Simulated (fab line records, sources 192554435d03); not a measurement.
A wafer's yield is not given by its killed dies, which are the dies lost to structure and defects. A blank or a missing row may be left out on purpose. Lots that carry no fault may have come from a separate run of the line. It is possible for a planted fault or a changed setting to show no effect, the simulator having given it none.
Struck lot and sound lot, side by side	flow n5Finfet	14 steps out of a route of 1938
Sound: these wafers, L370.2, L370.3, L370.4. Wafers struck: L377.4, L377.5, L377.6. Last of all comes the cause.
For every step that has rows: the tool of each side, followed by ch and its chambers, followed by its first start. Under that, the readings that differ: sound wafers	struck wafers	difference of the means	sigmas: that difference in standard deviations of wafers without a fault.
alike: a reading whose means differ by less than 2 such deviations, as well as words and numbers matching on both sides. not compared: withheld readings; readings where some wafer has no value; bounds like >300 that might hide an equal value; numbers whose values overlap and for which the record gives no deviation.
The two part at a step that has a row with sigmas, a row that says differs or no value, or rows on one side only. When numbers do not overlap yet have no deviation, they are printed without sigmas and do not part them. Lack of a reading on every wafer of one side parts them only where that side has two or more wafers.

first, 1 step without rows for these wafers: N5_BEOL_M6_STRIP_68 (strips in N2/H2).
N5_BEOL_M6_STRIP_67: strips in CF4.
  sound on rieDiel-04 ch 0,2,3, day 10 13:40; struck on rieDiel-05 ch 1,2,3, day 12 03:22
  alike: drypumpMotorCurrentA, oesProductAu, rfVppV, showerheadPlenumPTorr, throttleValvePct
  not compared: rfHoursCounterH
N5_BEOL_M6_HM_OPEN_17: chemistry Cl2/BCl3, target TiN, target depth 20 nm, overetch 6 nm.
  sound on rieMetal-02 ch 0,1, day 10 13:42; struck on rieMetal-03 ch 0,1, day 12 03:26
reading	sound	struck	difference	sigmas
throttleValvePct (%)	21.95 21.95 21.95	22.51 22.34 22.52	+0.51	+3
  alike: drypumpMotorCurrentA, oesProductAu
  not compared: rfHoursCounterH
N5_BEOL_M6_STRIP_19: strips in O2.
  sound on rieDiel-04 ch 0,1,2, day 10 13:49; struck on rieDiel-05 ch 0,1,2, day 12 03:33
  alike: drypumpMotorCurrentA, o2FlowSccm, oesProductAu, rfVppV, showerheadPlenumPTorr, throttleValvePct
  not compared: rfHoursCounterH
N5_BEOL_M6_CD_MEAS_18: pitch 80 nm, target cd 40 nm.
  struck on cdSem-01, day 12 03:37; sound on cdSem-03, day 10 13:53
  alike: cdNm
then, 7 steps without rows for these wafers: N5_BEOL_M6_COAT_63 (time 60 s, resist thk 60 nm); N5_BEOL_M6_COAT_64 (time 60 s, resist thk 12 nm); N5_BEOL_M6_COAT_71 (time 60 s, resist thk 5 nm); N5_BEOL_M6_COAT_22 (resist thk 30 nm); N5_BEOL_M6_EBR_24; N5_BEOL_M6_SOFTBAKE_23 (time 60 s); N5_BEOL_M6_EXPOSE_25 (exposes mask V5, target cd 40 nm).
N5_BEOL_M6_PEB_26: peb time 60 s.
  sound on lithoTrack-01 ch 0, day 10 15:13; struck on lithoTrack-01, day 12 05:46
  no value came back on the struck wafers for chillPlateTempC (C), exhaustPa (Pa), pebTimeS (s); on the sound wafers chillPlateTempC (C) reads 23.17 22.83 22.96
then, 1 step without rows for these wafers: N5_BEOL_M6_DEVELOP_27 (develop time 30 s).

## WHERE THEY PART
Last at N5_BEOL_M6_PEB_26 as far as this record goes, first at N5_BEOL_M6_HM_OPEN_17.

WHY: the cause the simulator had injected
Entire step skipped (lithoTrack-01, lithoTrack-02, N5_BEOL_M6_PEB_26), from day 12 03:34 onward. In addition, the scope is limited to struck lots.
